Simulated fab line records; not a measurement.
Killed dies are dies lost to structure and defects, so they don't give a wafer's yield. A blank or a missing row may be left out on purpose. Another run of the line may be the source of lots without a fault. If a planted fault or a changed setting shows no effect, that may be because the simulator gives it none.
fab line records	flow n5Finfet
record: lots: 6	wafers: 18	lastDay: 19
route steps=1938 shown BEOL_M3@986 BEOL_M4@1021 PASSIVATION@1936
lots that met no fault: taken from a fault-free run of the same line
startH: the number of hours between the record's first day and the start of the first shown wafer of the lot	waitH: hours elapsed since this lot's preceding step	" as in the row above	L1.1+2: a row that stands for several wafers	- no value, or no start was given	* or withheld: withheld	< > ~ a bound
route shown NAME@n: a module of which the file shows steps, and the number in the route of the first	usual: mean/standard deviation of fault-free wafers	same: alike in all rows	chamber/n: place in a boat	sites: readings site by site	_std_site: the standard deviation of these	_edge_site: the outer-site mean with the inner-site mean subtracted	radiusMm: how far each site lies from the wafer's centre	mask NAME#n: copy n	behind: the most recent tool/chamber to have shaped the wafer	hold: why the lot was held/for how many hours/how that ended	device: the transistor (n, p or np) that didn't switch	end of line: the same wafers' tests at the end of the route	step lacking rows: just its recipe	killed: dies lost to structure and defects at the first sort, not the wafer's yield	map: per-die view of a wafer (x killed, . not killed, _ where there is no die)
set.NAME: the setting the step ran with; set.NAME@STEP: the setting that earlier step ran with	model.NAME: the simulator's own value behind a step, which no gauge read
a table for each step, a row for each wafer; lots at some steps of the route
services: from which hour (startH, from the record's first day; less than 0 if before it) a tool's chamber was out of use, for how many hours, and why
== steps ==
step: N5_BEOL_M3_PRECLEAN_42
recipe: chemistry: residueRemover	timeS: 60	tempC: 40
step: N5_BEOL_M3_SRD_43
recipe: timeS: 30	tempC: 23	rinseLiquid: diw	dry: ipaMarangoni
step: N5_BEOL_M3_CD_MEAS_35
recipe: targetCdNm: 18	targetCdYNm: 21	polarity: opening
usual: cdNm: 18.0/0.34
lot.wafer	tool	chamber	startH	waitH	cdNm
L946.1	cdSem-03	-	235.16	0.0	18.3
L946.2	"	-	"	"	18.1
L946.5	"	-	"	"	17.9
L947.1	cdSem-02	-	237.97	0.0	18.2
L947.3	"	-	"	"	18.1
L947.5	"	-	"	"	18.5
L951.3	cdSem-03	-	260.88	0.0	17.7
L951.4	"	-	"	"	17.7
L951.6	"	-	"	"	17.7
L952.2	cdSem-02	-	287.43	0.0	17.6
L952.4	"	-	"	"	17.9
L952.5	"	-	"	"	17.3
L955.3	cdSem-02	-	291.90	0.0	17.9
L955.4	"	-	"	"	18.3
L955.5	"	-	"	"	17.8
L960.1	cdSem-03	-	312.26	0.0	18.1
L960.3	"	-	"	"	18.3
L960.6	"	-	"	"	17.8
step: N5_BEOL_M3_DEGAS_44
recipe: ambient: vacuum	tempC: 250	timeS: 60
step: N5_BEOL_M3_PRE_CLEAN_45
recipe: gas: H2/He	timeS: 30	tempC: 250
step: N5_BEOL_M3_ALD_84
recipe: material: TaN	targetThkA: *	tempC: 275	aldPrecursorFamily: PDMAT	aldCoReactant: NH3	pressureTorr: 3	carrierFlowSccm: 1500	pulseTimeS: 2	purgeTimeS: 3	coReactantPurgeTimeS: 2	coReactantPulseTimeS: 3	aldCycles: 30	precursorVesselTempC: 75	precursorVesselPressureTorr: 26.25	precursorVesselCarrierSccm: 1000
step: N5_BEOL_M3_SURFACE_TREAT_85
recipe: gas: Ar	timeS: *	ionEnergyEv: *	ionCurrentMaCm2: 0.5	pressureMtorr: *	arFlowSccm: 30
usual: pressureMtorr: *	throttleValvePct: *
lot.wafer	tool	chamber	startH	waitH	pressureMtorr	throttleValvePct
L946.1	pvdSputter-01	-	235.93	0.3	*	*
L946.2	"	-	"	"	*	*
L946.5	"	-	"	"	*	*
L947.1	pvdSputter-01	-	239.09	0.3	*	*
L947.3	"	-	"	"	*	*
L947.5	"	-	"	"	*	*
L951.3	pvdSputter-02	-	261.60	0.2	*	*
L951.4	"	-	"	"	*	*
L951.6	"	-	"	"	*	*
L952.2	pvdSputter-02	-	288.23	0.1	*	*
L952.4	"	-	"	"	*	*
L952.5	"	-	"	"	*	*
L955.3	pvdSputter-03	-	292.32	0.1	*	*
L955.4	"	-	"	"	*	*
L955.5	"	-	"	"	*	*
L960.1	pvdSputter-02	-	312.89	0.1	*	*
L960.3	"	-	"	"	*	*
L960.6	"	-	"	"	*	*
step: N5_BEOL_M3_CVD_47
recipe: material: Co	targetThkA: 30	tempC: withheld	precursor: CCTBA/H2	pressureTorr: 30	timeS: 223.8
step: N5_BEOL_M3_SPUTTER_48
recipe: material: Cu	targetThkA: 45	tempC: -20	chamberPressurePa: 0.07	powerW: withheld	timeS: 8.29
step: N5_BEOL_M3_ANNEAL_49
recipe: tempC: 400	timeS: 240	ambient: vacuum
step: N5_BEOL_M3_SPUTTER_79
recipe: material: Cu	targetThkA: 45	tempC: -20	chamberPressurePa: 0.07	powerW: withheld	timeS: 8.29
step: N5_BEOL_M3_ANNEAL_80
recipe: tempC: 400	timeS: 240	ambient: vacuum
usual: heaterPowerW: 783/89	susceptor_temp_C_max: 401.0/0.35
lot.wafer	tool	chamber	startH	waitH	heaterPowerW	susceptor_temp_C_max
L946.1	pvdSputter-03	-	237.21	0.0	724	401.4
L946.2	"	-	"	"	849	400.7
L946.5	"	-	"	"	663	401.4
L947.1	pvdSputter-03	-	239.67	0.0	870	401.0
L947.3	"	-	"	"	718	401.3
L947.5	"	-	"	"	711	400.6
L951.3	pvdSputter-01	-	262.13	0.0	791	400.8
L951.4	"	-	"	"	847	401.1
L951.6	"	-	"	"	787	400.8
L952.2	pvdSputter-02	-	289.11	0.0	827	401.5
L952.4	"	-	"	"	949	400.8
L952.5	"	-	"	"	921	400.8
L955.3	pvdSputter-01	-	292.87	0.0	741	401.8
L955.4	"	-	"	"	896	400.9
L955.5	"	-	"	"	904	400.9
L960.1	pvdSputter-03	-	313.46	0.0	648	401.1
L960.3	"	-	"	"	721	401.6
L960.6	"	-	"	"	695	400.1
step: N5_BEOL_M3_SPUTTER_81
recipe: material: Cu	targetThkA: 45	tempC: -20	chamberPressurePa: 0.07	powerW: withheld	timeS: 8.29
usual: substrateTempC: -20.02/0.1	throttleValvePct: 29.9/1.1
lot.wafer	tool	chamber	startH	waitH	substrateTempC	throttleValvePct
L946.1	pvdSputter-03	-	237.35	0.1	-20.11	30.6
L946.2	"	-	"	"	-19.87	28.7
L946.5	"	-	"	"	-19.89	29.1
L947.1	pvdSputter-03	-	239.81	0.1	-20.05	28.4
L947.3	"	-	"	"	-20.10	30.9
L947.5	"	-	"	"	-20.07	30.6
L951.3	pvdSputter-01	-	262.27	0.1	-20.11	30.1
L951.4	"	-	"	"	-20.04	29.6
L951.6	"	-	"	"	-20.12	29.9
L952.2	pvdSputter-02	-	289.25	0.1	-20.09	29.8
L952.4	"	-	"	"	-19.99	30.0
L952.5	"	-	"	"	-19.96	29.8
L955.3	pvdSputter-01	-	293.01	0.1	-20.01	30.9
L955.4	"	-	"	"	-19.92	29.3
L955.5	"	-	"	"	-19.94	29.7
L960.1	pvdSputter-03	-	313.60	0.1	-20.04	28.9
L960.3	"	-	"	"	-20.06	30.7
L960.6	"	-	"	"	-19.86	30.8
step: N5_BEOL_M3_ANNEAL_82
recipe: tempC: 400	timeS: 240	ambient: vacuum
step: N5_BEOL_M3_SPUTTER_86
recipe: material: Cu	targetThkA: 45	tempC: -20	chamberPressurePa: 0.07	powerW: withheld	timeS: 8.29
step: N5_BEOL_M3_ANNEAL_87
recipe: tempC: 400	timeS: 240	ambient: vacuum
step: N5_BEOL_M3_SPUTTER_88
recipe: material: Cu	targetThkA: 45	tempC: -20	chamberPressurePa: 0.07	powerW: withheld	timeS: 8.29
step: N5_BEOL_M3_ANNEAL_89
recipe: tempC: 400	timeS: 240	ambient: vacuum
step: N5_BEOL_M3_SPUTTER_90
recipe: material: Cu	targetThkA: 45	tempC: -20	chamberPressurePa: 0.07	powerW: withheld	timeS: 8.29
step: N5_BEOL_M3_ANNEAL_91
recipe: tempC: 400	timeS: 240	ambient: vacuum
step: N5_BEOL_M3_SPUTTER_92
recipe: material: Cu	targetThkA: 45	tempC: -20	chamberPressurePa: 0.07	powerW: withheld	timeS: 8.29
usual: substrateTempC: -20.01/0.11	throttleValvePct: 29.9/1.1
lot.wafer	tool	chamber	startH	waitH	substrateTempC	throttleValvePct
L946.1	pvdSputter-03	-	238.23	0.1	-20.04	30.6
L946.2	"	-	"	"	-19.74	28.8
L946.5	"	-	"	"	-20.00	28.9
L947.1	pvdSputter-03	-	240.69	0.1	-19.89	28.2
L947.3	"	-	"	"	-20.05	30.7
L947.5	"	-	"	"	-19.94	30.5
L951.3	pvdSputter-01	-	263.15	0.1	-20.06	30.2
L951.4	"	-	"	"	-20.02	29.4
L951.6	"	-	"	"	-20.13	30.0
L952.2	pvdSputter-02	-	290.13	0.1	-20.14	29.9
L952.4	"	-	"	"	-20.03	29.9
L952.5	"	-	"	"	-19.93	30.1
L955.3	pvdSputter-01	-	293.89	0.1	-19.95	31.1
L955.4	"	-	"	"	-19.97	29.6
L955.5	"	-	"	"	-19.92	29.5
L960.1	pvdSputter-03	-	314.48	0.1	-20.05	28.9
L960.3	"	-	"	"	-19.85	30.7
L960.6	"	-	"	"	-20.16	30.6
step: N5_BEOL_M3_ANNEAL_93
recipe: tempC: 400	timeS: 240	ambient: vacuum
step: N5_BEOL_M3_SPUTTER_94
recipe: material: Cu	targetThkA: 45	tempC: -20	chamberPressurePa: 0.07	powerW: withheld	timeS: 8.29
step: N5_BEOL_M3_ANNEAL_95
recipe: tempC: 400	timeS: 240	ambient: vacuum
step: N5_BEOL_M3_SPUTTER_96
recipe: material: Cu	targetThkA: 45	tempC: -20	chamberPressurePa: 0.07	powerW: withheld	timeS: 8.29
step: N5_BEOL_M3_ECD_50
recipe: material: Cu	targetThkA: 3000
step: N5_BEOL_M3_ANNEAL_51
recipe: tempC: 225	timeS: 90	ambient: N2
usual: annealTempC: 224.98/0.18	wafer_temp_C_max: 225.96/0.23
lot.wafer	tool	chamber	startH	waitH	annealTempC	wafer_temp_C_max
L946.1	rtpAnneal-01	0	238.86	0.1	224.79	225.61
L946.2	"	0	"	"	225.07	226.19
L946.5	"	0	"	"	225.16	225.91
L947.1	rtpAnneal-02	0	241.34	0.1	225.20	225.72
L947.3	"	0	"	"	225.05	225.76
L947.5	"	0	"	"	225.05	225.80
L951.3	rtpAnneal-02	0	263.87	0.1	225.03	226.28
L951.4	"	0	"	"	225.01	226.01
L951.6	"	0	"	"	224.97	225.92
L952.2	rtpAnneal-02	0	290.96	0.2	224.92	225.31
L952.4	"	0	"	"	225.11	225.75
L952.5	"	0	"	"	224.91	225.85
L955.3	rtpAnneal-01	0	294.62	0.1	224.98	225.90
L955.4	"	0	"	"	224.81	225.99
L955.5	"	0	"	"	224.80	225.86
L960.1	rtpAnneal-02	0	315.17	0.1	224.66	225.87
L960.3	"	0	"	"	224.75	225.70
L960.6	"	0	"	"	224.85	226.01
step: N5_BEOL_M3_CMP_52
recipe: stopOn: SiOC	tOverpolishS: 6.8	downForcePsi: 1	platenRpm: 50	clearingPlatenDownForcePsi: 1.5	clearingPlatenRpm: 50	postCmpClean: cuAlkaline	targetThkNm: 40	clearingPlatenPadVelocityMS: 0.99484	padVelocityMS: 0.99484
step: N5_BEOL_M3_PRE_CLEAN_60
recipe: gas: NH3/H2	timeS: 15	tempC: *	rfPowerW: 300
step: N5_BEOL_M3_CO_CAP_55
recipe: material: Co	targetThkA: 20	tempC: 200	precursor: CCTBA/H2	pressureTorr: 30	timeS: 102.1
step: N5_BEOL_M3_PRE_CLEAN_56
recipe: gas: NH3	timeS: 15	tempC: withheld	rfPowerW: 300
step: N5_BEOL_M3_DEP_57
recipe: material: SiCN	targetThkA: 80	tempC: withheld	precursor: 3MS/NH3	pressureTorr: 3	rfW: 202	timeS: 14
usual: rfFwdPowerW: 198.9/0.84	showerheadPlenumPTorr: 3.670/0.017	showerheadVppV: 850/32	throttleValvePct: 9.0/0.5
lot.wafer	tool	chamber	startH	waitH	rfFwdPowerW	showerheadPlenumPTorr	showerheadVppV	throttleValvePct
L946.1	pecvd-02	0	239.75	0.0	199.3	3.675	873	9.2
L946.2	"	1	"	"	199.1	3.641	871	8.7
L946.5	"	2	"	"	197.8	3.674	833	9.1
L947.1	pecvd-02	1	242.12	0.0	197.9	3.651	878	8.5
L947.3	"	0	"	"	200.3	3.675	891	9.4
L947.5	"	0	"	"	199.1	3.673	866	9.4
L951.3	pecvd-02	1	264.57	0.0	198.0	3.656	889	8.5
L951.4	"	0	"	"	198.0	3.677	871	9.5
L951.6	"	2	"	"	198.2	3.660	826	9.2
L952.2	pecvd-04	0	291.92	0.0	200.7	3.675	890	9.6
L952.4	"	2	"	"	199.1	3.673	871	8.8
L952.5	"	0	"	"	200.0	3.684	884	9.2
L955.3	pecvd-04	0	295.34	0.0	200.7	3.673	904	9.5
L955.4	"	1	"	"	198.2	3.655	788	8.5
L955.5	"	0	"	"	200.0	3.682	873	9.4
L960.1	pecvd-02	2	315.96	0.0	198.4	3.668	827	9.3
L960.3	"	0	"	"	199.6	3.664	861	9.1
L960.6	"	0	"	"	200.2	3.669	877	9.2
step: N5_BEOL_M3_RS_MEAS_58
recipe: thkMeasGauge: four-point-probe	reads: Co_of_BEOL_M3_CO_CAP_55+Cu_of_BEOL_M3_ECD_50+Co_of_BEOL_M3_CVD_47+TaN_of_BEOL_M3_ALD_84
usual: M3_RS: 0.67/0.037
lot.wafer	tool	chamber	startH	waitH	M3_RS[ohm/sq]
L946.1	filmMetro-02	-	239.82	0.0	0.61
L946.2	"	-	"	"	0.71
L946.5	"	-	"	"	0.65
L947.1	filmMetro-01	-	242.19	0.0	0.74
L947.3	"	-	"	"	0.72
L947.5	"	-	"	"	0.64
L951.3	filmMetro-01	-	264.64	0.1	0.70
L951.4	"	-	"	"	0.71
L951.6	"	-	"	"	0.63
L952.2	filmMetro-01	-	291.99	0.1	0.75
L952.4	"	-	"	"	0.71
L952.5	"	-	"	"	0.70
L955.3	filmMetro-02	-	295.41	0.1	0.72
L955.4	"	-	"	"	0.70
L955.5	"	-	"	"	0.65
L960.1	filmMetro-01	-	316.03	0.0	0.64
L960.3	"	-	"	"	0.69
L960.6	"	-	"	"	0.65
step: N5_BEOL_M4_ILD_DEP_00
recipe: material: SiOC	targetThkA: 790	tempC: 350	precursor: DEMS/O2	pressureTorr: 5	rfW: 500	timeS: 15.3
step: N5_BEOL_M4_THK_MEAS_01
recipe: reads: SiOC_of_BEOL_M4_ILD_DEP_00
usual: M4_ILD_THK: 78.8/1.1
lot.wafer	tool	chamber	startH	waitH	M4_ILD_THK[nm]
L946.1	filmMetro-02	-	239.95	0.0	78.4
L946.2	"	-	"	"	77.5
L946.5	"	-	"	"	78.8
L947.1	filmMetro-01	-	242.32	0.0	79.0
L947.3	"	-	"	"	77.6
L947.5	"	-	"	"	80.1
L951.3	filmMetro-01	-	264.77	0.1	77.2
L951.4	"	-	"	"	79.1
L951.6	"	-	"	"	78.7
L952.2	filmMetro-02	-	292.12	0.1	78.9
L952.4	"	-	"	"	80.1
L952.5	"	-	"	"	79.0
L955.3	filmMetro-02	-	295.54	0.1	78.5
L955.4	"	-	"	"	79.2
L955.5	"	-	"	"	79.4
L960.1	filmMetro-02	-	316.16	0.0	77.4
L960.3	"	-	"	"	78.2
L960.6	"	-	"	"	79.6
step: N5_BEOL_M4_PECVD_72
recipe: material: SiO2	targetThkA: 160	tempC: 400	precursor: TEOS/O2	pressureTorr: 5.5	rfW: 450	teosFlowSccm: 53.8	gas: O2	flowSccm: 3000	timeS: 18
step: N5_BEOL_M4_HM_DEP_02
recipe: material: TiN	targetThkA: 200	tempC: 25	chamberPressurePa: 0.49996
step: N5_BEOL_M4_COAT_61
recipe: resist: SOC	tempC: 250	timeS: 60	spinRpm: 1500	resistThkNm: 60
step: N5_BEOL_M4_COAT_62
recipe: resist: SiARC	tempC: 220	timeS: 60	spinRpm: 1500	resistThkNm: 12
step: N5_BEOL_M4_COAT_73
recipe: resist: underlayer	tempC: 205	timeS: 60	spinRpm: 1500	resistThkNm: 5
step: N5_PASSIVATION_PROBE_49
usual: defectLimitedYield: 91.5/1.4	killed_at_M0_to_M3: 34/11	killed_at_M4_up: 15/6	killedAtContacts: 11/5.9	killedAtFrontEnd: 37/11	killedAtOther: 3.6/2.9	killedDies: 101/17	killedOnRim: 13/4	killedOpen: 66/12	killedShort: 33/7.8	sort_bin_5_function: 5.0/0.97	sort_bin_6_memory: 3.2/0.65	sort_bin_8_speed: 0.02/0.2	sortNPass: 1079/17	sortYieldPct: 91.4/1.4
same: grossDies: 1180	killedAtBackSide: 0	sort_bin_4_leakage[%]: 0
lot.wafer	tool	chamber	startH	waitH	defectLimitedYield[%]	killed_at_M0_to_M3	killed_at_M4_up	killedAtContacts	killedAtFrontEnd	killedAtOther	killedDies	killedOnRim	killedOpen	killedShort	sort_bin_5_function[%]	sort_bin_6_memory[%]	sort_bin_8_speed[%]	sortNPass	sortYieldPct[%]
L947.1	prober-01	-	381.38	0.0	82.0	122	15	19	52	4	212	38	61	39	9.6	4.7	0	968	82.0
L947.3	prober-01	-	381.48	0.1	84.9	90	18	10	60	0	178	30	80	31	8.1	4.2	0	1002	84.9
L947.5	prober-01	-	381.58	0.2	85.6	96	6	8	60	0	170	31	72	28	8.1	4.1	0	1010	85.6
L946.1	prober-02	-	381.59	0.0	85.5	107	17	7	39	1	171	25	65	37	7.7	4.2	0	1009	85.5
L946.2	prober-02	-	381.64	0.1	82.1	132	18	6	49	6	211	36	66	37	10.8	4.0	0	969	82.1
L946.5	prober-02	-	381.79	0.2	85.0	131	14	5	23	4	177	23	47	33	9.9	3.1	0	1003	85.0
L960.1	prober-02	-	461.95	0.0	92.4	20	8	11	48	3	90	13	59	31	3.7	3.5	0	1090	92.4
L960.3	prober-02	-	462.05	0.1	89.8	38	8	15	52	7	120	18	76	41	5.7	4.2	0	1060	89.8
L960.6	prober-02	-	462.20	0.3	92.8	22	12	16	33	2	85	11	54	28	4.1	2.9	0	1095	92.8
killed by level:class
L947.1 BEOL_M3:unspecified=109 STI_FIN_REVEAL:geometricParticle:open=19 MOL_CONTACT_COAG:geometricParticle:open=15 FIN_SAQP:geometricParticle:short=10 GATE_CUT:geometricParticle:open=5 FIN_SAQP:geometricParticle:open=4 GATE_CUT:geometricParticle:short=4 MOL_CONTACT_COAG:geometricParticle:short=4
L947.3 BEOL_M3:unspecified=67 STI_FIN_REVEAL:geometricParticle:open=29 FIN_SAQP:geometricParticle:short=10 MOL_CONTACT_COAG:geometricParticle:open=9 FIN_SAQP:geometricParticle:open=7 STI_FIN_REVEAL:geometricParticle:short=6 BEOL_M3:geometricParticle:open=5 BEOL_M0_SAQP:geometricParticle:open=4
L947.5 BEOL_M3:unspecified=69 STI_FIN_REVEAL:geometricParticle:open=22 FIN_SAQP:geometricParticle:short=11 BEOL_M2:geometricParticle:open=11 FIN_SAQP:geometricParticle:open=7 BEOL_M0_SAQP:geometricParticle:open=6 DUMMY_GATE:geometricParticle:open=5 MOL_CONTACT_COAG:geometricParticle:open=5
L946.1 BEOL_M3:unspecified=68 STI_FIN_REVEAL:geometricParticle:open=11 BEOL_M3:geometricParticle:open=10 BEOL_M0_SAQP:geometricParticle:open=9 BEOL_M4:geometricParticle:open=9 BEOL_M1:geometricParticle:open=8 GATE_CUT:geometricParticle:short=5 MOL_CONTACT_COAG:geometricParticle:open=5
L946.2 BEOL_M3:unspecified=101 FIN_SAQP:geometricParticle:short=12 BEOL_M3:geometricParticle:open=10 STI_FIN_REVEAL:geometricParticle:open=9 BEOL_M4:geometricParticle:open=9 STARTING-WAFER:geometricParticle:open=7 FIN_SAQP:geometricParticle:open=6 DUMMY_GATE:geometricParticle:open=5
L946.5 BEOL_M3:unspecified=96 BEOL_M1:geometricParticle:open=9 BEOL_M3:geometricParticle:open=8 BEOL_M4:geometricParticle:open=6 DUMMY_GATE:geometricParticle:open=5 GATE_CUT:geometricParticle:short=5 BEOL_M0_SAQP:geometricParticle:short=5 BEOL_M0_SAQP:geometricParticle:open=5
L960.1 STI_FIN_REVEAL:geometricParticle:open=11 FIN_SAQP:geometricParticle:open=9 FIN_SAQP:geometricParticle:short=8 MOL_CONTACT_COAG:geometricParticle:open=8 BEOL_M0_SAQP:geometricParticle:open=8 GATE_CUT:geometricParticle:open=5 STI_FIN_REVEAL:geometricParticle:short=4 GATE_CUT:geometricParticle:short=3
L960.3 FIN_SAQP:geometricParticle:open=16 MOL_CONTACT_COAG:geometricParticle:open=13 BEOL_M3:geometricParticle:open=12 FIN_SAQP:geometricParticle:short=10 STI_FIN_REVEAL:geometricParticle:open=10 GATE_CUT:geometricParticle:short=6 BEOL_M3:geometricParticle:short=6 BEOL_M0_SAQP:geometricParticle:short=5
L960.6 MOL_CONTACT_COAG:geometricParticle:open=12 FIN_SAQP:geometricParticle:short=8 FIN_SAQP:geometricParticle:open=5 BEOL_M3:geometricParticle:open=5 BEOL_M4:geometricParticle:open=5 DUMMY_GATE:geometricParticle:open=4 STI_FIN_REVEAL:geometricParticle:open=3 BEOL_M0_SAQP:geometricParticle:open=3
map L946.2 (x killed, . not)
_________________........x...________________
______________x.xxx....x........_____________
___________..........x..x....x...x.__________
__________..................x....xx._________
________............x................._______
_______x.....x........x.xx.............______
______.................x................_____
_____x..................x................____
____.....................x................___
___x.........xx...x......x.x...............__
___x........x.....x............xx..........__
__............x......xxx..............x.x..._
__....x....x.....x...........x......x......._
_....................x.......................
_.....................x......................
_................x...........................
_...x......xx....xx......x..x......x.........
_.x......................x....x.....x..x.x...
_..x......x..x....x..x.....x..x..x..x...xx...
_............................................
_.................x....x.................x...
__.x.x.........................x..x...xx...._
__...................xx.........x.xxx......._
___.................x........xxxx.x.xxxx...__
___.....x....................xxxxxxxxxxxx.x__
____......x........x......x.xxxxxxxxxxxxxx___
_____...x..............xxxx.xxxxxxxxxxxxx____
______....x.....x.........x.xxxxxxxxxxxx_____
_______x..........x.......xxxxxxxxxxxxx______
________....................xxxxxxxxxx_______
__________x.........x.xx....xxxxxxxx_________
___________.......x...........xxxxx__________
______________..............xxxx_____________
_________________......x...x.________________
map L947.1 (x killed, . not)
_________________.......x....________________
______________.x.......x.x......_____________
___________..x...x.x...............__________
__________...................xx...x._________
________............x.x..........x.x.._______
_______....x...........x..x..........x.______
______.......x...................x......_____
_____.......xx..................x.xx.....____
____...............x..........x....x......___
___.x.............x........................__
___x.x......................x.............x__
__xx..................x...................x._
__............xx.........xx......x........x._
_x..................x........................
_...........................x.x.x......xx....
_....................x.xx....x........x......
_......x.........x...............x.........x.
_..........x.........x.......x...........x...
_.......x..........x...............x.........
_..............x......xx.....................
_......................xx......x.x...........
__..............................x.xx.xx..x.._
__..........x........x....xx.xx.x.xx.x....x._
___.......x..................x.xxxxxxxxxxx.__
___........................xxxxxxxxxxxxxxxx__
____.......x.................x.xxxxxxxxxxx___
_____..........x.x.......x.xxxxxxxxxxxxxx____
______...x.........x.....x.xxxxxxxxxxxxx_____
_______.......x...........x.xxxxxxxxxxx______
________................xxxx.xxxxxxxxx_______
__________.................xx.xxxxxx_________
___________..x..............x.xxxxx__________
______________...........x...x.x_____________
_________________..........xx________________
== services ==
tool	chamber	startH	hours	kind
pvdSputter-02	-	228.43	5.9	repair
pecvd-04	0	248.19	5.5	scheduledDown
pecvd-04	0	263.69	2.1	scheduledDown
pecvd-02	0	273.39	5.5	scheduledDown
pecvd-04	2	294.97	5.5	scheduledDown
pecvd-02	-	308.73	1.0	repair
== key ==
firstSign: step: N5_PASSIVATION_PROBE_49	reading: killed_at_M0_to_M3	direction: up	sigmas: 7.3	usual: 34	struck: 113
effect: step: N5_PASSIVATION_PROBE_49	reading: defectLimitedYield	direction: down	sigmas: 5.2	usual: 91.5	struck: 84.2
moreKillsBornAt: N5_BEOL_M3_SPUTTER_81@pvdSputter-03: 510
metAt N5_BEOL_M3_SPUTTER_81
struckWafers L946.1,L946.2,L946.5,L947.1,L947.3,L947.5
alsoFits N5_BEOL_M3_SURFACE_TREAT_85:pvdSputter-01
fault: kind: chamberParticleSource	tool: pvdSputter-03	chamber: -	onsetH: 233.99	steps: N5_BEOL_M3_SPUTTER_81	ratePerVisitCm2: 1.465	endH: 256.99
